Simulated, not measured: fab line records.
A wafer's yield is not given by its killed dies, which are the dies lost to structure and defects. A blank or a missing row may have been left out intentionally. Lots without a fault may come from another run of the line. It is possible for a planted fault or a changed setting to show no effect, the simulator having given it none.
Chamber matching || flow n5-finfet || N5_BEOL_M0_SAQP_ALD_48 on ald-sin-01: 4 sister chambers
The step deposits SiO2, target thk 20 nm, pulse time 1 s, co reactant pulse time 1 s. 7 wafers are shown with their chamber, then 7 later ones without.

== WAFERS WITH THEIR CHAMBER ==
{"wafer": "L074.1", "chamber": 3, "heater-power-w (W)": 77, "precursor-pulse-height-rel": 1.038}
{"wafer": "L082.1", "chamber": 1, "heater-power-w (W)": 83, "precursor-pulse-height-rel": 0.997}
{"wafer": "L084.2", "chamber": 3, "heater-power-w (W)": 77, "precursor-pulse-height-rel": 0.958}
{"wafer": "L084.3", "chamber": 2, "heater-power-w (W)": 83, "precursor-pulse-height-rel": 1.008}
{"wafer": "L084.6", "chamber": 0, "heater-power-w (W)": 68, "precursor-pulse-height-rel": 1.030}
{"wafer": "L085.1", "chamber": 0, "heater-power-w (W)": 67, "precursor-pulse-height-rel": 1.016}
{"wafer": "L085.3", "chamber": 2, "heater-power-w (W)": 85, "precursor-pulse-height-rel": 0.984}

== WAFERS WITHOUT THEIR CHAMBER ==
{"wafer": "L085.4", "heater-power-w (W)": 76, "precursor-pulse-height-rel": 1.003}
{"wafer": "L086.2", "heater-power-w (W)": 66, "precursor-pulse-height-rel": 1.016}
{"wafer": "L086.4", "heater-power-w (W)": 83, "precursor-pulse-height-rel": 1.010}
{"wafer": "L086.6", "heater-power-w (W)": 83, "precursor-pulse-height-rel": 0.975}
{"wafer": "L093.1", "heater-power-w (W)": 67, "precursor-pulse-height-rel": 0.989}
{"wafer": "L093.3", "heater-power-w (W)": 79, "precursor-pulse-height-rel": 1.031}
{"wafer": "L093.4", "heater-power-w (W)": 83, "precursor-pulse-height-rel": 1.013}

== WHICH CHAMBER EACH WENT THROUGH ==
{"wafer": "L085.4", "from the rows above": 3, "in truth": 3}
{"wafer": "L086.2", "from the rows above": 0, "in truth": 0}
{"wafer": "L086.4", "from the rows above": "can't be placed: 1 or 2", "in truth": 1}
{"wafer": "L086.6", "from the rows above": "can't be placed: 1 or 2", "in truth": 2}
{"wafer": "L093.1", "from the rows above": 0, "in truth": 0}
{"wafer": "L093.3", "from the rows above": 3, "in truth": 3}
{"wafer": "L093.4", "from the rows above": "can't be placed: 1 or 2", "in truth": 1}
4 of 7 placed correctly. Cannot be placed on the basis of these rows: 3; the candidates contain the true chamber in 3. Wrongly placed: 0.
How it was worked out, from the rows above alone: a wafer's distance from a chamber is the root of the sum, over the readings, of the square of ((its reading less the chamber's mean) divided by the reading's scatter). If the next closest chamber is less than 2 further off than the closest, the wafer can't be placed; otherwise it belongs to the closest. Each chamber's mean is taken over the wafers shown for it. How the scatter is found: for the shown wafers, subtract from each reading the mean of its chamber, square and add these, divide the total by (wafers less chambers), then take the root.
